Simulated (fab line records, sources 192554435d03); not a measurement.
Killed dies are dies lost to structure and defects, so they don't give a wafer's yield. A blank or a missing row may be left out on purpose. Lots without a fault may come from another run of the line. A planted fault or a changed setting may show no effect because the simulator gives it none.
Chamber matching | flow n5_finfet | N5_BEOL_M0_SAQP_HM_OPEN_112 on rie_diel-02: 4 sister chambers
The step chemistry CHF3/O2, target SiO2, stops on a-Si, target depth 12 nm, time 13.5 s. 4 wafers are shown with their chamber, then 7 later ones without.

WAFERS WITH THEIR CHAMBER
wafer  | chamber | rf_vpp_V (V)
L084.4 | 0       | 523
L085.2 | 3       | 525
L092.1 | 2       | 539
L092.2 | 1       | 542

WAFERS WITHOUT THEIR CHAMBER
wafer  | rf_vpp_V (V)
L092.6 | 525
L095.2 | 540
L095.5 | 539
L095.6 | 526
L097.2 | 538
L097.3 | 526
L097.6 | 541

WHICH CHAMBER EACH WENT THROUGH
wafer  | from the rows above     | in truth
L092.6 | 3                       | 3
L095.2 | can't be placed: 2 or 1 | 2
L095.5 | 2                       | 2
L095.6 | 3                       | 3
L097.2 | 2                       | 2
L097.3 | 3                       | 3
L097.6 | can't be placed: 1 or 2 | 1
Placed correctly: 5 of 7. Can't be placed from these rows: 2 (the true chamber is among the candidates in 2). Placed wrongly: 0.
How it was worked out, from the rows above alone: a wafer's distance from a chamber is the root of the sum, over the readings, of the square of ((its reading less the chamber's mean) divided by the reading's scatter). The wafer belongs to the nearest chamber; if the next one is less than 2 further off, it can't be placed. A chamber's mean is the mean of its shown wafers. The scatter: with one shown wafer a chamber, the root of the mean of the squares of how far each hidden wafer lies from its nearest shown one.
